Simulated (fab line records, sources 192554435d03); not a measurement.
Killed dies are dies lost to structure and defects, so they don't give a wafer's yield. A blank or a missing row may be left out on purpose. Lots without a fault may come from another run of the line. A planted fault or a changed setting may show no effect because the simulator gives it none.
A struck lot beside a sound one | flow n5_finfet | 16 steps out of a route of 1938
Sound: wafers L278.1, L278.4, L278.6. Struck: wafer L280.4. (L280.2, L280.5 of the same lot were not struck and are left out.) The cause comes at the end.
At each step with rows: each side's tool, then ch and its chambers, then its first start. Under that, the readings that differ: sound wafers | struck wafers | difference of the means | sigmas: that difference in standard deviations of wafers without a fault.
alike: readings whose means differ by less than 2 such deviations, and words and numbers that are the same on both sides. not compared: withheld readings, readings that some wafer has no value for, bounds like >300 that may hide the same value, and numbers for which the record gives no deviation and whose values overlap.
The two part at a step that has a row with sigmas, a row that says differs or no value, or rows on one side only. Numbers that don't overlap but have no deviation are shown without sigmas and don't part them. A reading that every wafer of one side lacks parts them only if that side has two wafers or more.

first, 5 steps without rows for these wafers: N5_FIN_SAQP_STRIP_74 (strips in CHF3/O2); N5_FIN_SAQP_MANDREL_ETCH_22 (etches a-Si in HBr/Cl2, stops on SiNx, target depth 60 nm, bt time 10 s, time 30 s); N5_FIN_SAQP_STRIP_55 (strips in N2/H2); N5_FIN_SAQP_STRIP_23 (strips in SPM, time 750 s); N5_FIN_SAQP_SRD_66 (time 30 s).
N5_FIN_SAQP_RECESS_75: chemistry HF/NH3, target SiO2, target depth 14.4 nm, afs cycles 3, sublimation time 60 s.
  sound on vapor_etch-02 ch 0,1, day 2 11:35; struck on vapor_etch-01 ch 0, day 3 00:39
  alike: drypump_motor_current_A
then, 1 step without rows for these wafers: N5_FIN_SAQP_SPACER1_ALD_24 (deposits SiO2, target thk 20.3 nm, pulse time 1 s, purge time 2 s).
N5_FIN_SAQP_SPACER1_ETCHBACK_25: etches SiO2 in CHF3/O2, target depth 24.4 nm, time 12.2 s.
  sound on rie_diel-03 ch 1,2, day 2 14:51; struck on rie_diel-03 ch 2, day 3 02:18
  alike: drypump_motor_current_A, mfc_ar_sccm, oes_product_au, rf_vpp_V, showerhead_plenum_p_Torr, throttle_valve_pct
  not compared: rf_hours_counter_h
N5_FIN_SAQP_MANDREL1_REMOVE_56: chemistry HBr/Cl2/O2, target a-Si, stops on SiNx, bt time 10 s.
  sound on rie_si-01 ch 0,1,2, day 2 14:56; struck on rie_si-01 ch 2, day 3 02:23
  reading                     | sound       | struck | difference | sigmas
  drypump_motor_current_A (A) | 5.2 6.4 6.5 | 5.1    | -0.9       | -3
  alike: oes_product_au, throttle_valve_pct
  not compared: rf_hours_counter_h
N5_FIN_SAQP_CD_MEAS_27: target cd 20 nm.
  sound on cd_sem-02 ch 0, day 2 15:02; struck on cd_sem-03 ch 0, day 3 02:30
  alike: cd_nm
then, 1 step without rows for these wafers: N5_FIN_SAQP_ETCH_57 (etches SiNx in CH3F/O2, target depth 32.5 nm, time 46.4 s).
N5_FIN_SAQP_ETCH_65: etches SiO2 in CF4, target depth 4 nm, time 4.4 s.
  sound on rie_si-02 ch 0,2,3, day 2 15:14; struck on rie_si-02 ch 2, day 3 02:39
  alike: drypump_motor_current_A, oes_product_au, rf_fwd_power_W, throttle_valve_pct
  not compared: rf_hours_counter_h
N5_FIN_SAQP_MANDREL_ETCH_58: etches a-Si in HBr/Cl2, stops on SiNx, target depth 45 nm, bt time 10 s, time 27 s.
  sound on rie_si-02 ch 0,2,3, day 2 15:17; struck on rie_si-02 ch 2, day 3 02:41
  reading            | sound             | struck | difference | sigmas
  rf_fwd_power_W (W) | 801.7 792.6 797.4 | 314.8  | -482.4     | -99 or more
  alike: drypump_motor_current_A, oes_product_au, throttle_valve_pct
  not compared: rf_hours_counter_h
N5_FIN_SAQP_RECESS_63: chemistry HF/NH3, target SiO2, target depth 18 nm, afs cycles 3, sublimation time 60 s.
  sound on vapor_etch-01 ch 0,1, day 2 15:22; struck on vapor_etch-02 ch 1, day 3 02:46
  alike: drypump_motor_current_A
-- the record jumps here: 8 days lie between the struck wafers' starts before and after (it left off in module FIN_SAQP and takes up again in module BEOL_M4, whose first step shown is number 1111 of the route) --
N5_BEOL_M4_RC_MEAS_101:
  sound on prober-01 ch 0, day 9 10:23; struck on prober-02 ch 0, day 10 16:28
  alike: DIBL_N, DIBL_P, IOFF_N, IOFF_P, ION_N, ION_P, SS_N, SS_P, VT_N, VT_P
then, 1 step without rows for these wafers: N5_PASSIVATION_PROBE_49.

WHERE THEY PART
First at N5_FIN_SAQP_MANDREL1_REMOVE_56; last, within this record, at N5_FIN_SAQP_MANDREL_ETCH_58. Later steps at which nothing parts them and some readings are alike: N5_FIN_SAQP_RECESS_63, N5_BEOL_M4_RC_MEAS_101.

WHY: what the simulator had put in
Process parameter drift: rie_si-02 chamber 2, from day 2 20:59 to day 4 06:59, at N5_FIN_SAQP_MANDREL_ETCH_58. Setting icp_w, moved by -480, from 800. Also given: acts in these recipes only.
